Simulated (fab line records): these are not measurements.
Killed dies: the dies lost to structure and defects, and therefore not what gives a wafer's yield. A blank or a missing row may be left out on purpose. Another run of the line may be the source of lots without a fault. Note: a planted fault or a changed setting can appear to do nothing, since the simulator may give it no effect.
Which tool did it? / flow n5_finfet / 10 lots, 30 wafers sampled, at 2 steps of a route of 1938

== WHAT THE GAUGES SHOWED, per wafer ==
N5_BEOL_M9_OVL_MEAS_29.
lot=L347; measured=day 14 11:40; on=overlay-02; V8_OVL (nm)=-1.1 -0.2 1.1
lot=L351; measured=day 14 15:29; on=overlay-02; V8_OVL (nm)=0.8 0.5 1.3
lot=L348; measured=day 14 21:12; on=overlay-02; V8_OVL (nm)=-0.3 0.1 -1.3
lot=L355; measured=day 15 12:44; on=overlay-02; V8_OVL (nm)=0.5 0.0 0.8
lot=L353; measured=day 16 09:58; on=overlay-01; V8_OVL (nm)=-0.1 -0.3 0.8
lot=L352; measured=day 16 12:43; on=overlay-01; V8_OVL (nm)=1.1 0.0 0.8
lot=L354; measured=day 16 23:37; on=overlay-02; V8_OVL (nm)=0.0 0.1 0.1
lot=L363; measured=day 18 04:43; on=overlay-02; V8_OVL (nm)=-0.7 -0.2 -0.5
lot=L365; measured=day 18 04:41; on=overlay-01; V8_OVL (nm)=1.3 1.0 0.7
lot=L366; measured=day 19 09:56; on=overlay-02; V8_OVL (nm)=-0.1 0.2 -0.1

== EACH LOT AND THE TOOL THAT RAN IT (in order: tool; ch and the chambers of the sampled wafers; start) ==
lot=L347; N5_BEOL_M9_HM_OPEN_17=rie_metal-01 ch 0,1, day 14 10:07
lot=L351; N5_BEOL_M9_HM_OPEN_17=rie_metal-01 ch 0,1, day 14 14:47
lot=L348; N5_BEOL_M9_HM_OPEN_17=rie_metal-01 ch 0,1, day 14 19:28
lot=L355; N5_BEOL_M9_HM_OPEN_17=rie_metal-02 ch 0,1, day 15 09:59
lot=L353; N5_BEOL_M9_HM_OPEN_17=rie_metal-01 ch 0, day 16 09:16
lot=L352; N5_BEOL_M9_HM_OPEN_17=rie_metal-01 ch 0, day 16 09:40
lot=L354; N5_BEOL_M9_HM_OPEN_17=rie_metal-02 ch 0,1, day 16 22:03
lot=L363; N5_BEOL_M9_HM_OPEN_17=rie_metal-03 ch 0, day 18 02:17
lot=L365; N5_BEOL_M9_HM_OPEN_17=rie_metal-01 ch 0,1, day 18 02:34
lot=L366; N5_BEOL_M9_HM_OPEN_17=rie_metal-02 ch 0,1, day 19 09:11
- N5_BEOL_M9_HM_OPEN_17: chemistry Cl2/BCl3, target TiN, target depth 20 nm, overetch 6 nm.

== AS READ BY THE TOOLS THEMSELVES (means over the sampled wafers that have a number; for cases with no such wafer, the mark the record gives instead) ==
N5_BEOL_M9_HM_OPEN_17.
lot=L347; tool=rie_metal-01; drypump_motor_current_A (A)=6.2; oes_product_au (a.u.)=0.75; throttle_valve_pct (%)=22.14
lot=L351; tool=rie_metal-01; drypump_motor_current_A (A)=6.5; oes_product_au (a.u.)=0.77; throttle_valve_pct (%)=22.27
lot=L348; tool=rie_metal-01; drypump_motor_current_A (A)=6.5; oes_product_au (a.u.)=0.76; throttle_valve_pct (%)=22.27
lot=L355; tool=rie_metal-02; drypump_motor_current_A (A)=6.0; oes_product_au (a.u.)=0.73; throttle_valve_pct (%)=21.94
lot=L353; tool=rie_metal-01; drypump_motor_current_A (A)=6.0; oes_product_au (a.u.)=0.71; throttle_valve_pct (%)=22.05
lot=L352; tool=rie_metal-01; drypump_motor_current_A (A)=6.0; oes_product_au (a.u.)=0.72; throttle_valve_pct (%)=22.05
lot=L354; tool=rie_metal-02; drypump_motor_current_A (A)=6.0; oes_product_au (a.u.)=0.72; throttle_valve_pct (%)=21.95
lot=L363; tool=rie_metal-03; drypump_motor_current_A (A)=6.2; oes_product_au (a.u.)=0.70; throttle_valve_pct (%)=22.06
lot=L365; tool=rie_metal-01; drypump_motor_current_A (A)=6.5; oes_product_au (a.u.)=0.73; throttle_valve_pct (%)=22.28
lot=L366; tool=rie_metal-02; drypump_motor_current_A (A)=6.3; oes_product_au (a.u.)=0.71; throttle_valve_pct (%)=21.91

== THE ANSWER, worked out from the rows above alone ==
Rule: usual is defined by the lots themselves. Put in order of their means at a reading, lots are off if they are a third of the lots or fewer, leave a main group of 4 or more, and stand apart from it by a gap of 3 or more times the standard deviation of the main group's means; of several such gaps the widest counts. A main group is skipped when, at the precision printed for the reading in the tables above, its means are all equal. Also off: a lot with no number at a reading for which 4 or more lots have one. The other lots that the step has rows for count as sound. After the gauges, taken in route order, come the tools' own readings; for these a lot's mean is taken, as printed above. At the first step where some lot is off, the reading lying furthest off is the one used; lots without a number count as furthest.
Across all readings shown, no lot is off: no conclusion can be drawn from this.

== WHAT HAD BEEN PUT IN BY THE SIMULATOR ==
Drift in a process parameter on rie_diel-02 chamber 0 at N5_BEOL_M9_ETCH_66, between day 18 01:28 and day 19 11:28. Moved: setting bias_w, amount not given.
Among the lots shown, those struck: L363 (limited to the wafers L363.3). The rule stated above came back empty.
